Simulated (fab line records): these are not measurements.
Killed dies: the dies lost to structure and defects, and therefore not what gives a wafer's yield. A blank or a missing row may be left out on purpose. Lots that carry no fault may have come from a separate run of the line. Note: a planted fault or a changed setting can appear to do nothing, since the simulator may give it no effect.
One fault seen from 2 desks || flow n5 finfet || every desk sees just its own numbers, and what lay behind them comes last

## FROM THE METROLOGY DESK
Means of the sampled wafers that have a number, per lot and without regard to the tool the lot ran on: this is what the gauges read. If a lot's mean is further than 4 standard deviations from the usual mean, the lot is out of limits and carries the mark OUT (the distance appears in the brackets).
Columns: A = trench depth nm at N5_BEOL_M14_OCD_MEAS_35, usual 551 nm; B = M15_ILD_THK at N5_BEOL_M15_THK_MEAS_01, usual 1622 nm; C = cd nm at N5_BEOL_M15_CD_MEAS_10, usual 360.1 nm
{"lot": "L247", "first seen here": "day 11 02:31", "A": 539, "B": 1609, "C": 361.0}
{"lot": "L250", "first seen here": "day 11 18:32", "A": 535, "B": 1608, "C": 358.8}
{"lot": "L249", "first seen here": "day 11 19:04", "A": 582, "B": "1429 (-8.1) OUT", "C": 360.5}
{"lot": "L256", "first seen here": "day 12 22:14", "A": 556, "B": 1540, "C": 360.1}
{"lot": "L259", "first seen here": "day 14 18:09", "A": 533, "B": 1633, "C": 361.4}
{"lot": "L260", "first seen here": "day 15 00:17", "A": 552, "B": 1626, "C": 360.0}
{"lot": "L261", "first seen here": "day 15 03:22", "A": 538, "B": 1624, "C": 359.4}
{"lot": "L263", "first seen here": "day 15 16:02", "A": 537, "B": 1614, "C": 358.8}
{"lot": "L267", "first seen here": "day 16 08:47", "A": 528, "B": 1616, "C": 361.2}
{"lot": "L266", "first seen here": "day 16 15:58", "A": 535, "B": 1624, "C": 363.2}
{"lot": "L268", "first seen here": "day 16 17:13", "A": 564, "B": 1624, "C": 359.6}
{"lot": "L269", "first seen here": "day 17 14:23", "A": 567, "B": 1659, "C": 358.0}
This desk reports L249 out of limits; the earliest was L249 at day 12 00:55 (M15_ILD_THK at N5_BEOL_M15_THK_MEAS_01). L247, L250, L256, L259, L260, L261, L263, L267, L266, L268, L269 stayed within limits.

## THE TOOL OWNER'S DESK: pecvd-02
The tool's own readings at N5_BEOL_M15_ILD_DEP_00 (deposits SiO2 from TEOS/O2, target thk 1629.3 nm, time 346.1 s): means of the sampled wafers that have a number, for each lot that ran on this tool. If a lot's mean is further than 4 standard deviations from the usual mean, the lot is out of limits and carries the mark OUT (the distance appears in the brackets).
Columns: A = chamber pressure Torr at N5_BEOL_M15_ILD_DEP_00, usual 6.499 Torr; B = heater power w at N5_BEOL_M15_ILD_DEP_00, usual 558 W; C = run length s at N5_BEOL_M15_ILD_DEP_00, usual 389.2 s; D = showerhead plenum p Torr at N5_BEOL_M15_ILD_DEP_00, usual 8.37 Torr; E = showerhead vpp V at N5_BEOL_M15_ILD_DEP_00, usual 1795 V; F = throttle valve pct at N5_BEOL_M15_ILD_DEP_00, usual 18.8 %
{"lot": "L247", "first seen here": "day 11 04:10", "A": 6.490, "B": 501, "C": 389.6, "D": 8.35, "E": 1783, "F": 19.0}
{"lot": "L250", "first seen here": "day 11 21:44", "A": 6.499, "B": 426, "C": 389.2, "D": 8.40, "E": 1788, "F": 19.3}
{"lot": "L249", "first seen here": "day 12 00:40", "A": 6.490, "B": 512, "C": "350.2 (-53) OUT", "D": 8.31, "E": 1750, "F": 19.0}
{"lot": "L256", "first seen here": "day 13 02:59", "A": 6.499, "B": 476, "C": "370.0 (-26) OUT", "D": 8.32, "E": 1752, "F": 19.0}
{"lot": "L263", "first seen here": "day 15 17:41", "A": 6.506, "B": 532, "C": 389.4, "D": 8.39, "E": 1787, "F": 19.3}
{"lot": "L267", "first seen here": "day 16 13:11", "A": 6.502, "B": 446, "C": 389.3, "D": 8.39, "E": 1774, "F": 19.5}
{"lot": "L268", "first seen here": "day 16 19:37", "A": 6.482, "B": 512, "C": 389.1, "D": 8.36, "E": 1776, "F": 19.4}
{"lot": "L266", "first seen here": "day 17 10:17", "A": 6.495, "B": 493, "C": 389.5, "D": 8.34, "E": 1776, "F": 19.2}
Finding of this desk: L249, L256 out of limits; the first was L249 at day 12 00:40, on run length s at N5_BEOL_M15_ILD_DEP_00. L247, L250, L263, L267, L268, L266 stayed within limits.

## BROUGHT TOGETHER
At day 12 00:40, on L249, L256, the tool owner's desk was in a position to raise an alarm.
Metrology desk: alarm possible at day 12 00:55 on L249.
The metrology desk has L256 on record, within its limits.
Of the lots named, all ran N5_BEOL_M15_ILD_DEP_00 on pecvd-02.

## WHAT WAS PUT IN BY THE SIMULATOR
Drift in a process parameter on pecvd-02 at N5_BEOL_M15_ILD_DEP_00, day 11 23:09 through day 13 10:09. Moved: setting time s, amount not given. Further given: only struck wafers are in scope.
Lots struck among those shown: L249, L256.
Fault start to first reading out of limits, in hours, per desk: tool owner, 2; metrology, 2.
